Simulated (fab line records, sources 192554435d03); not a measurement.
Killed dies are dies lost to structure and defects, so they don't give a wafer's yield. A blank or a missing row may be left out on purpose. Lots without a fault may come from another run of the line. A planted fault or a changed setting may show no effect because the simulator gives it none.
Split-lot experiment | flow n5_finfet | 7 lots, 39 wafers read, on a route of 1938 steps

THE SPLIT
At N5_BEOL_M9_TRENCH_ETCH_37 (etches SiCOH lowk in C4F6/O2, target depth 151.43 nm, time 49 s), the setting time_s was moved away from the recipe's 49 s on 12 of the 39 wafers read, by -53.0% to -32.1%. The other wafers ran this setting at the recipe's value.

FROM THE SPLIT TO THE READING: what the file shows between them, 11 steps
- N5_BEOL_M9_ETCH_41: etches SiCN in CH3F/O2, target depth 36.6 nm, time 70.1 s
- N5_BEOL_M9_STRIP_80: strips in N2/H2, time 10 s
- N5_BEOL_M9_OCD_MEAS_38
- N5_BEOL_M9_HM_STRIP_39: strips TiN in peroxide tin strip, target depth 25 nm, time 158 s
- N5_BEOL_M9_SRD_40: time 30 s
- N5_BEOL_M9_ECD_50: material Cu, target thk 318 nm
- N5_BEOL_M9_ANNEAL_51: time 90 s
- N5_BEOL_M9_CMP_52: polishes, stops on SiCOH lowk, t overpolish 7 s, target thk 140 nm
- N5_BEOL_M9_THK_MEAS_53: measures by xrf
- N5_BEOL_M9_PRE_CLEAN_55: time 15 s
- N5_BEOL_M9_DEP_56: deposits SiCN from 3MS/NH3, target thk 15 nm, time 26.5 s

THE READING
M9_RS, in ohm/sq, at N5_BEOL_M9_RS_MEAS_57 (measures by four-point-probe). Fault-free wafers of this fab line usually give 0.1502 ohm/sq, standard deviation 0.0029 ohm/sq.

wafer  | tool, chamber at the split | time_s as run, s | against the recipe | M9_RS, ohm/sq | against lot-mates on the recipe
L075.1 | rie_diel-02, 0             | 49               | recipe             | 0.1482        | -
L075.2 | rie_diel-02, 1             | 23.02            | -53.0%             | 0.4050        | +0.2568
L075.3 | rie_diel-02, 3             | 23.02            | -53.0%             | 0.3900        | +0.2418
L075.4 | rie_diel-02, 2             | 49               | recipe             | 0.1503        | -
L075.5 | rie_diel-02, 1             | 23.02            | -53.0%             | 0.4112        | +0.2630
L075.6 | rie_diel-02, 0             | 49               | recipe             | 0.1461        | -
L077.1 | rie_diel-06, 2             | 49               | recipe             | 0.1544        | -
L077.2 | rie_diel-06, 1             | 49               | recipe             | 0.1456        | -
L077.6 | rie_diel-06, 1             | 49               | recipe             | 0.1469        | -
L078.1 | rie_diel-02, 0             | 27.44            | -44.0%             | 0.3008        | +0.1527
L078.2 | rie_diel-02, 3             | 49               | recipe             | 0.1496        | -
L078.3 | rie_diel-02, 2             | 49               | recipe             | 0.1503        | -
L078.4 | rie_diel-02, 1             | 27.44            | -44.0%             | 0.3192        | +0.1711
L078.5 | rie_diel-02, 0             | 49               | recipe             | 0.1444        | -
L078.6 | rie_diel-02, 1             | 27.44            | -44.0%             | 0.3161        | +0.1680
L082.1 | rie_diel-02, 3             | 33.28            | -32.1%             | 0.2493        | +0.0964
L082.2 | rie_diel-02, 0             | 49               | recipe             | 0.1492        | -
L082.3 | rie_diel-02, 2             | 49               | recipe             | 0.1530        | -
L082.4 | rie_diel-02, 1             | 49               | recipe             | 0.1566        | -
L082.5 | rie_diel-02, 3             | 33.28            | -32.1%             | 0.2434        | +0.0905
L082.6 | rie_diel-02, 2             | 33.28            | -32.1%             | 0.2501        | +0.0972
L083.1 | rie_diel-06, 3             | 24.74            | -49.5%             | 0.3586        | +0.2058
L083.2 | rie_diel-06, 2             | 49               | recipe             | 0.1539        | -
L083.3 | rie_diel-06, 0             | 24.74            | -49.5%             | 0.3834        | +0.2306
L083.4 | rie_diel-06, 1             | 24.74            | -49.5%             | 0.3540        | +0.2012
L083.5 | rie_diel-06, 1             | 49               | recipe             | 0.1491        | -
L083.6 | rie_diel-06, 0             | 49               | recipe             | 0.1555        | -
L087.1 | rie_diel-02, 3             | 49               | recipe             | 0.1509        | -
L087.2 | rie_diel-02, 2             | 49               | recipe             | 0.1509        | -
L087.3 | rie_diel-02, 0             | 49               | recipe             | 0.1478        | -
L087.4 | rie_diel-02, 1             | 49               | recipe             | 0.1509        | -
L087.5 | rie_diel-02, 1             | 49               | recipe             | 0.1520        | -
L087.6 | rie_diel-02, 2             | 49               | recipe             | 0.1509        | -
L093.1 | rie_diel-02, 1             | 49               | recipe             | 0.1513        | -
L093.2 | rie_diel-02, 0             | 49               | recipe             | 0.1521        | -
L093.3 | rie_diel-02, 3             | 49               | recipe             | 0.1505        | -
L093.4 | rie_diel-02, 2             | 49               | recipe             | 0.1531        | -
L093.5 | rie_diel-02, 2             | 49               | recipe             | 0.1509        | -
L093.6 | rie_diel-02, 1             | 49               | recipe             | 0.1519        | -

THE FIT
A straight line over all 39 wafers: M9_RS changes by -0.0042 ohm/sq for each +1% of time_s; r = -0.98; the points scatter about the line by 0.016 ohm/sq.
The same after taking each lot's own level away (the mean of its wafers on the recipe; 39 wafers): -0.0042 ohm/sq for each +1%; r = -0.98; scatter 0.016 ohm/sq.
On that fit, the largest move of time_s shifts the reading by 0.22 ohm/sq.
The lots' own levels span 0.14810 to 0.15293 ohm/sq, that is 1.7 times the standard deviation above.
So the lot-to-lot level changes the slope little: the two slopes agree.
Check: with one of the wafers moved furthest among these (-53.0%) left out of the fit, the line predicts +0.216 ohm/sq for it against its lot-mates. It came out at +0.257 ohm/sq against them.

OTHER SPLITS ON THESE WAFERS
These wafers also went through other splits before the reading. Each is held against what the fit with the lots' levels taken away leaves over:
other split on the same wafers              | wafers away from the commonest value | r with M9_RS (lot level and that fit taken away)
N5_PMOS_HMC_CHANNEL_EPI_DESCUM_14 time_s    | 18                                   | -0.11
N5_SD_EPI_N_DESCUM_14 time_s                | 15                                   | -0.38
N5_HKMG_FIN_ALD_75 target_thk_a             | 15                                   | +0.01
N5_MOL_CONTACT_COAG_ETCH_124 target_depth_a | 12                                   | -0.36

THE WHOLE CHAIN: every reading that the file lists as answering this split, in the file's order
step                      | what it does                                                       | reading                                                                          | change (the file's fit)                | r (the file's)
N5_BEOL_M9_TRENCH_ETCH_37 | etches SiCOH lowk in C4F6/O2, target depth 151.43 nm, time 49 s    | etch.depth_nm (the simulator's own value, which no gauge read)                   | +1.53 nm for each +1% of the setting   | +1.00
N5_BEOL_M9_TRENCH_ETCH_37 | etches SiCOH lowk in C4F6/O2, target depth 151.43 nm, time 49 s    | BEOL_M9.feature_depth_nm (the simulator's own value, which no gauge read)        | +1.53 nm for each +1% of the setting   | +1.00
N5_BEOL_M9_TRENCH_ETCH_37 | etches SiCOH lowk in C4F6/O2, target depth 151.43 nm, time 49 s    | TiN_of_BEOL_M9_HM_DEP_02.thk_nm (the simulator's own value, which no gauge read) | -0.0408 nm for each +1% of the setting | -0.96
N5_BEOL_M9_OCD_MEAS_38    |                                                                    | trench_depth_nm                                                                  | +1.53 nm for each +1% of the setting   | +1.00
N5_BEOL_M9_CMP_52         | polishes, stops on SiCOH lowk, t overpolish 7 s, target thk 140 nm | Cu_of_BEOL_M9_ECD_50.thk_nm (the simulator's own value, which no gauge read)     | +1.52 nm for each +1% of the setting   | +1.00
N5_BEOL_M9_THK_MEAS_53    | measures by xrf                                                    | M9_THK                                                                           | +1.53 for each +1% of the setting      | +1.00
N5_BEOL_M9_RS_MEAS_57     | measures by four-point-probe                                       | M9_RS                                                                            | -0.00416 for each +1% of the setting   | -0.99

THE FILE'S OWN FIT
M9_RS changes by -0.00416 ohm/sq for each +1% of time_s, r = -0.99.
